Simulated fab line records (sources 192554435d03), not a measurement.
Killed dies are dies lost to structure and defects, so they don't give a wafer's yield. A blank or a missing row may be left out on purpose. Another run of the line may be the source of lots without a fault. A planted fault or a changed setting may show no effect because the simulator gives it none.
Problem report in the 8D (eight disciplines) form, filled by code :: flow n5 finfet :: the parts of the form that need people (team, actions taken, sign-off) are left out

1. PROBLEM STATEMENT
time to endpoint s at N5_BEOL_M11_CMP_52 reads a mean of 98.4 s on 3 wafers of 2 lots; wafers without a fault read 65.7 s with a standard deviation of 2.6. Relative to the usual mean, that is a shift of +13 standard deviations.
The step: polishes, stops on SiCOH lowk, t overpolish 7 s, target thk 140 nm.
Earliest sighting: wafer L885.4 on cmp-03 at day 12 13:16. The record has a number at this step for 33 wafers belonging to 11 lots. Rule for "out" (also "out of limits"): further than 4 standard deviations from the usual mean. Any other wafer with a number is counted as sound.

2. WHAT THIS IS AND IS NOT
question: which readings at this step
is: time to endpoint s
is not: platen rpm

question: which lots
is: L885, L886
is not: L877, L878, L880, L882, L883, L897, L898, L899, L900

question: which wafers of those lots
is: L885.4, L885.6, L886.4
is not: L885.1, L886.1, L886.5

question: read on which tools
is: cmp-02, cmp-03
is not: cmp-04

question: when
is: from day 12 13:16
is not: up to then (16 sound wafers); but 14 sound wafers of L886, L897, L898, L899, L900 came after

3. WHAT RULES OUT EACH SUSPECT
Counting: any tool at a process step up to the reading remains a suspect provided it ran every lot that is out. Sound lots after the first of them don't rule it out here, since some wafers of a struck lot are sound.
- ecd cu-01 at N5_BEOL_M11_ECD_50 (material Cu, target thk 318 nm): kept. Every lot that is out went through it, the first being L885 (day 12 12:22); the last sound lot it ran before that was L883 (day 12 06:31).
Remaining after the count: ecd cu-01 at N5_BEOL_M11_ECD_50.

4. THE CAUSE (what the simulator had put in)
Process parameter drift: ecd cu-01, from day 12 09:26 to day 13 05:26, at N5_BEOL_M11_ECD_50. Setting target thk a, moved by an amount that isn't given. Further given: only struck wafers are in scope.
After counting, this tool was the only one left.

5. THE EFFECT CHAIN, in route order
Rows list readings where the struck wafers' mean (over those with a number) sits beyond 3 standard deviations from the usual. Only readings for which the record gives a usual standard deviation are gone through. hours: the time from each lot's start at the first step in this table that gives one to its start at this step, as a median over the lots. sigmas: the change in usual standard deviations.
hours: 0
step: N5_BEOL_M11_CMP_52
reading: time to endpoint s
usual: 65.7 s
on struck wafers: 98.4
change: +32.7
sigmas: +13
The process steps in it:
- N5_BEOL_M11_CMP_52: polishes, stops on SiCOH lowk, t overpolish 7 s, target thk 140 nm.

6. WHAT WOULD HAVE CAUGHT IT SOONER
First out-of-limits reading in this record: day 12 13:16, which is 4 hours after fault onset at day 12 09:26.
L886, from the lots that are out (2), started N5_BEOL_M11_ECD_50 on ecd cu-01 later than day 12 13:16. Holding the tool at that time would have saved it.
